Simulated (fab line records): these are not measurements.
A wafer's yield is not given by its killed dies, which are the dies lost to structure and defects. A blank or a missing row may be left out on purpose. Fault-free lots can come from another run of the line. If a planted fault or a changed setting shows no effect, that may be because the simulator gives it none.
Matching of chambers    flow n5-finfet    3 sister chambers for N5_BEOL_M8_CURE_75 on uv-cure-01
The step cures SiCOH lowk, time 120 s. 16 wafers are shown with their chamber, then 8 later ones without.

WAFERS, EACH WITH ITS CHAMBER
wafer   chamber  wafer_temp_C_max  lamp-power-pct (%)
L074.1  1        372.7             52.29
L074.2  1        373.1             52.29
L074.3  1        373.8             52.27
L076.2  2        371.9             52.34
L076.5  2        371.6             52.32
L076.6  2        372.1             52.27
L077.1  0        371.7             52.30
L077.2  0        372.9             52.28
L077.5  0        373.3             52.33
L085.1  0        372.7             52.32
L085.4  0        372.6             52.29
L085.5  0        372.8             52.34
L089.2  0        371.5             52.28
L089.3  0        372.1             52.32
L089.6  0        371.7             52.39
L090.4  2        371.9             52.39

SIGNATURES, as means of the wafers listed above
reading           chamber 0  chamber 1  chamber 2  scatter within a chamber
wafer_temp_C_max  372.367    373.200    371.875    0.552
lamp-power-pct    52.3167    52.2833    52.3300    0.0367
Rule: for a wafer and a chamber, the distance is found by dividing, reading by reading, the gap between the wafer's reading and the chamber's mean by the reading's scatter, squaring, summing and taking the root. If the next closest chamber is less than 2 further off than the closest, the wafer can't be placed; otherwise it belongs to the closest. The scatter: the root of (the sum of the squares of (reading less its chamber's mean) over the shown wafers, divided by (wafers less chambers)).

WAFERS MISSING THEIR CHAMBER
wafer   wafer_temp_C_max  lamp-power-pct (%)
L090.5  371.7             52.33
L090.6  372.3             52.27
L092.1  373.3             52.36
L092.2  374.4             52.28
L092.4  371.7             52.27
L095.2  372.6             52.29
L095.3  372.0             52.25
L095.5  372.8             52.32

WHICH CHAMBER EACH WENT THROUGH
wafer   from the rows above           in truth
L090.5  can't be placed: 2 or 0       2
L090.6  can't be placed: 0 or 1 or 2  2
L092.1  can't be placed: 0 or 1 or 2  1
L092.2  can't be placed: 1 or 0       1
L092.4  can't be placed: 2 or 0 or 1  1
L095.2  can't be placed: 0 or 1 or 2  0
L095.3  can't be placed: 0 or 2 or 1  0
L095.5  can't be placed: 0 or 1 or 2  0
Correctly placed: 0 of 8. Can't be placed from these rows: 8 (the true chamber is among the candidates in 8). Placed wrongly: 0.
